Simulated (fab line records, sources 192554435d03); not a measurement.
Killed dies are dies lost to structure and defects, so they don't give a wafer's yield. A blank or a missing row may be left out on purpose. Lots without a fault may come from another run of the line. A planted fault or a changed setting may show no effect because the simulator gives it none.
Split-lot experiment | flow n5_finfet | 7 lots, 36 wafers read, on a route of 1938 steps

THE SPLIT
At N5_PASSIVATION_DEVELOP_43 (develop time 60 s), the setting develop_time_s was moved away from the recipe's 60 s on 13 of the 36 wafers read, by -59.8% to +52.6%. The other wafers ran this setting at the recipe's value.

FROM THE SPLIT TO THE READING: what the file shows between them, 1 step
- N5_PASSIVATION_HARDBAKE_45: time 120 s

THE READING
cd_nm, in nm, at N5_PASSIVATION_CD_MEAS_44 (target cd 40000 nm). Fault-free wafers of this fab line usually give 40000 nm, standard deviation 3.4 nm.

wafer  | tool, chamber at the split | develop_time_s as run, s | against the recipe | cd_nm, nm | against lot-mates on the recipe
L076.1 | litho_track-01, 0          | 60                       | recipe             | 39999     | -
L076.2 | litho_track-01, 0          | 60                       | recipe             | 39996     | -
L076.3 | litho_track-01, 0          | 60                       | recipe             | 39997     | -
L076.4 | litho_track-01, 0          | 91.54                    | +52.6%             | 40014     | +17
L076.5 | litho_track-01, 0          | 91.54                    | +52.6%             | 40014     | +17
L076.6 | litho_track-01, 0          | 91.54                    | +52.6%             | 40013     | +16
L079.1 | litho_track-05, 0          | 60                       | recipe             | 40000     | -
L079.2 | litho_track-05, 0          | 60                       | recipe             | 40002     | -
L079.3 | litho_track-05, 0          | 71.87                    | +19.8%             | 40009     | +9
L079.4 | litho_track-05, 0          | 71.87                    | +19.8%             | 40005     | +5
L079.5 | litho_track-05, 0          | 60                       | recipe             | 39999     | -
L079.6 | litho_track-05, 0          | 71.87                    | +19.8%             | 40009     | +9
L078.1 | litho_track-04, 0          | 60                       | recipe             | 39996     | -
L078.2 | litho_track-04, 0          | 60                       | recipe             | 39998     | -
L078.5 | litho_track-04, 0          | 60                       | recipe             | 40003     | -
L084.1 | litho_track-01, 0          | 60                       | recipe             | 40002     | -
L084.2 | litho_track-01, 0          | 60                       | recipe             | 39998     | -
L084.3 | litho_track-01, 0          | 60                       | recipe             | 40001     | -
L084.4 | litho_track-01, 0          | 60                       | recipe             | 40005     | -
L084.5 | litho_track-01, 0          | 60                       | recipe             | 40003     | -
L084.6 | litho_track-01, 0          | 60                       | recipe             | 40001     | -
L091.4 | litho_track-05, 0          | 49.05                    | -18.2%             | 39987     | -12
L091.5 | litho_track-05, 0          | 60                       | recipe             | 40002     | -
L091.6 | litho_track-05, 0          | 60                       | recipe             | 39997     | -
L089.1 | litho_track-04, 0          | 60                       | recipe             | 39998     | -
L089.2 | litho_track-04, 0          | 60                       | recipe             | 39995     | -
L089.3 | litho_track-04, 0          | 24.13                    | -59.8%             | 39958     | -40
L089.4 | litho_track-04, 0          | 24.13                    | -59.8%             | 39965     | -33
L089.5 | litho_track-04, 0          | 60                       | recipe             | 40000     | -
L089.6 | litho_track-04, 0          | 24.13                    | -59.8%             | 39959     | -39
L095.1 | litho_track-04, 0          | 60                       | recipe             | 40007     | -
L095.2 | litho_track-04, 0          | 60                       | recipe             | 40013     | -
L095.3 | litho_track-04, 0          | 80.22                    | +33.7%             | 40015     | +5
L095.4 | litho_track-04, 0          | 60                       | recipe             | 40011     | -
L095.5 | litho_track-04, 0          | 80.22                    | +33.7%             | 40012     | +2
L095.6 | litho_track-04, 0          | 80.22                    | +33.7%             | 40016     | +6

THE FIT
A straight line over all 36 wafers: cd_nm changes by +0.483 nm for each +1% of develop_time_s; r = +0.90; the points scatter about the line by 6 nm.
The same after taking each lot's own level away (the mean of its wafers on the recipe; 36 wafers): +0.443 nm for each +1%; r = +0.93; scatter 4.8 nm.
On that fit, the largest move of develop_time_s shifts the reading by 26 nm.
The lots' own levels span 39997.3 to 40010.3 nm, that is 3.8 times the standard deviation above.
So the lot-to-lot level changes the slope little: the two slopes agree.
Check: with one of the wafers moved furthest among these (-59.8%) left out of the fit, the line predicts -26.5 nm for it against its lot-mates. It came out at -39.7 nm against them.

OTHER SPLITS ON THESE WAFERS
These wafers also went through other splits before the reading. Each is held against what the fit with the lots' levels taken away leaves over:
other split on the same wafers            | wafers away from the commonest value | r with cd_nm (lot level and that fit taken away)
N5_BEOL_M13_TRENCH_ETCH_34 target_depth_a | 13                                   | -0.09

THE FILE'S OWN FIT
cd_nm changes by +0.429 nm for each +1% of develop_time_s, r = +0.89.
